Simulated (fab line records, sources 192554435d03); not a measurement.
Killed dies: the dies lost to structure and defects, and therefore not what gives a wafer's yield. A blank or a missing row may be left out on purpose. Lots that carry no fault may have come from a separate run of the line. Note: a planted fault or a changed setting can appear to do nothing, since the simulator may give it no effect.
Which of the tools did it?	flow n5 finfet	10 lots, 30 wafers sampled, at 5 steps of a route of 1938

WHAT THE GAUGES SHOWED, per wafer
N5_PASSIVATION_INSPECT_67: inspects for defects (macro).
lot	measured	on	raw defect count
L838	day 12 16:22	defect inspect-01	1 2 5
L839	day 12 16:40	defect inspect-02	3 2 3
L840	day 12 21:41	defect inspect-01	0 2 1
L841	day 13 04:00	defect inspect-01	3 2 4
L845	day 14 05:17	defect inspect-01	3 2 1
L852	day 15 22:29	defect inspect-01	>300 2 1
L853	day 15 23:00	defect inspect-01	1 >300 0
L855	day 16 10:56	defect inspect-01	4 6 3
L856	day 16 20:27	defect inspect-01	1 2 2
L857	day 16 23:29	defect inspect-01	2 0 4

TOOL THAT RAN EACH LOT (tool first, then ch and the chambers of the sampled wafers, then the start)
lot	N5_PASSIVATION_STRIP_14	N5_PASSIVATION_PRE_CLEAN_19	N5_PASSIVATION_AL_ETCH_33	N5_PASSIVATION_PECVD_35
L838	rie diel-05 ch 0,1,2, day 12 13:22	pvd sputter-02, day 12 13:43	rie metal-03 ch 0,1, day 12 14:37	pecvd-04 ch 0,1,2, day 12 15:45
L839	rie diel-03 ch 1,2, day 12 13:25	pvd sputter-02, day 12 14:08	rie metal-01 ch 0,1, day 12 15:02	pecvd-04 ch 0,2, day 12 16:10
L840	rie diel-03 ch 1,2,3, day 12 18:42	pvd sputter-02, day 12 19:15	rie metal-03 ch 0,1, day 12 20:12	pecvd-02 ch 1,2, day 12 21:12
L841	rie diel-03 ch 0,2,3, day 13 00:31	pvd sputter-01, day 13 01:02	rie metal-02 ch 0,1, day 13 01:51	pecvd-01 ch 0,2, day 13 03:23
L845	rie diel-03 ch 0,1,3, day 14 01:08	pvd sputter-03, day 14 02:44	rie metal-02 ch 0,1, day 14 03:32	pecvd-04 ch 0,1,2, day 14 04:40
L852	rie diel-04 ch 1,2,3, day 15 19:39	pvd sputter-03, day 15 19:55	rie metal-02 ch 0,1, day 15 20:43	pecvd-04 ch 0,2, day 15 21:52
L853	rie diel-05 ch 0,2,3, day 15 19:58	pvd sputter-01, day 15 20:19	rie metal-03 ch 0,1, day 15 21:14	pecvd-04 ch 0,1,2, day 15 22:23
L855	rie diel-03 ch 0,3, day 16 07:44	pvd sputter-03, day 16 08:19	rie metal-03 ch 0,1, day 16 09:27	pecvd-02 ch 0,1,2, day 16 10:30
L856	rie diel-04 ch 0,1, day 16 16:46	pvd sputter-03, day 16 17:01	rie metal-03 ch 0, day 16 17:48	pecvd-01 ch 0,1, day 16 19:50
L857	rie diel-05 ch 0,1,2, day 16 20:19	pvd sputter-01, day 16 20:53	rie metal-02 ch 0,1, day 16 21:42	pecvd-01 ch 0,1,2, day 16 22:52
- N5_PASSIVATION_STRIP_14: strips in O2.
- N5_PASSIVATION_PRE_CLEAN_19
- N5_PASSIVATION_AL_ETCH_33: etches Al in Cl2/BCl3, stops on TaN, target depth 2800 nm, time 466.7 s.
- N5_PASSIVATION_PECVD_35: deposits SiNx from SiH4/NH3/N2, target thk 700 nm, time 151.3 s.

THE ANSWER, worked out from the rows above alone
Rule: what is usual is taken from the lots themselves. Put in order of their means at a reading, lots are off if they are a third of the lots or fewer, leave a main group of 4 or more, and stand apart from it by a gap of 3 or more times the standard deviation of the main group's means; of several such gaps the widest counts. If all means in a main group match to the digits the tables above print for the reading, that group is not used. A lot without any number at a reading at which 4 lots or more have one is off too. Where the step has rows for the other lots, those lots are counted as sound.
Across all readings shown, no lot is off: no conclusion can be drawn from this.

WHAT WAS PUT IN BY THE SIMULATOR
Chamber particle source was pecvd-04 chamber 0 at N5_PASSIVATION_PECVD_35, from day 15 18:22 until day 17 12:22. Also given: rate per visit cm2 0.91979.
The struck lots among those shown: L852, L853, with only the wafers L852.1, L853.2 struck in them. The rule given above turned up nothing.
